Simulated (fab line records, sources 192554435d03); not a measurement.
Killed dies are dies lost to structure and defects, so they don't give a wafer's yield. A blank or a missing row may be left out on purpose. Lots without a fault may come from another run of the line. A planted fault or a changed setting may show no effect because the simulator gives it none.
One fault seen from 3 desks | flow n5_finfet | each desk has only its own numbers; what lay behind them comes last

THE TOOL OWNER'S DESK: rie_diel-01
The tool's own readings at N5_PASSIVATION_ETCH_15 (etches SiCN in CF4/N2, target depth 75 nm, time 81.2 s): means of the sampled wafers that have a number, for each lot that ran on this tool. A lot is out of limits, marked OUT, if its mean lies more than 4 standard deviations from the usual mean; the brackets give that distance.
Columns: A = drypump_motor_current_A at N5_PASSIVATION_ETCH_15, usual 5.8 A; B = oes_product_au at N5_PASSIVATION_ETCH_15, usual 0.77 a.u.; C = rf_vpp_V at N5_PASSIVATION_ETCH_15, usual 382.2 V; D = showerhead_plenum_p_Torr at N5_PASSIVATION_ETCH_15, usual 2.21 Torr; E = throttle_valve_pct at N5_PASSIVATION_ETCH_15, usual 15.45 %
lot  | first seen here | A   | B    | C     | D    | E
L691 | day 12 11:57    | 6.2 | 0.75 | 382.1 | 2.20 | 15.36
L712 | day 17 07:05    | 5.8 | 0.70 | 381.5 | 2.19 | 15.54
L710 | day 17 07:42    | 6.1 | 0.70 | 382.7 | 2.19 | 15.44
This desk's finding: nothing out of limits on any of the 3 lots.

THE METROLOGY DESK
What the gauges read, lot by lot, whatever tool the lot ran on: means of the sampled wafers that have a number. A lot is out of limits, marked OUT, if its mean lies more than 4 standard deviations from the usual mean; the brackets give that distance.
Columns: A = cd_nm at N5_PASSIVATION_CD_MEAS_10, usual 3000.2 nm; B = TV_OVL at N5_PASSIVATION_OVL_MEAS_60, usual 1 nm
lot  | first seen here | A      | B
L693 | day 12 06:33    | 3001.4 | -6
L691 | day 12 11:23    | 3003.5 | -0
L695 | day 13 04:16    | 2999.4 | 4
L712 | day 17 06:14    | 3000.8 | 0
L710 | day 17 07:13    | 2999.6 | 2
L713 | day 17 20:37    | 3002.0 | 5
This desk's finding: nothing out of limits on any of the 6 lots.

THE DEFECT DESK
What the inspections along the route counted, lot by lot: means of the sampled wafers that have a number. A lot is out of limits, marked OUT, if its mean lies more than 4 standard deviations from the usual mean; the brackets give that distance.
Columns: A = raw_defect_count at N5_PASSIVATION_INSPECT_61, usual 2.0
lot  | first seen here | A
L693 | day 12 06:37    | 2.3
L691 | day 12 11:26    | 2.3
L695 | day 13 04:20    | 2.0
L712 | day 17 06:17    | 1.0
L710 | day 17 07:17    | 2.0
L713 | day 17 20:41    | 1.7
This desk's finding: nothing out of limits on any of the 6 lots.

PUT TOGETHER
The tool owner's desk saw nothing out of limits.
The metrology desk saw nothing out of limits.
The defect desk saw nothing out of limits.

WHAT THE SIMULATOR HAD PUT IN
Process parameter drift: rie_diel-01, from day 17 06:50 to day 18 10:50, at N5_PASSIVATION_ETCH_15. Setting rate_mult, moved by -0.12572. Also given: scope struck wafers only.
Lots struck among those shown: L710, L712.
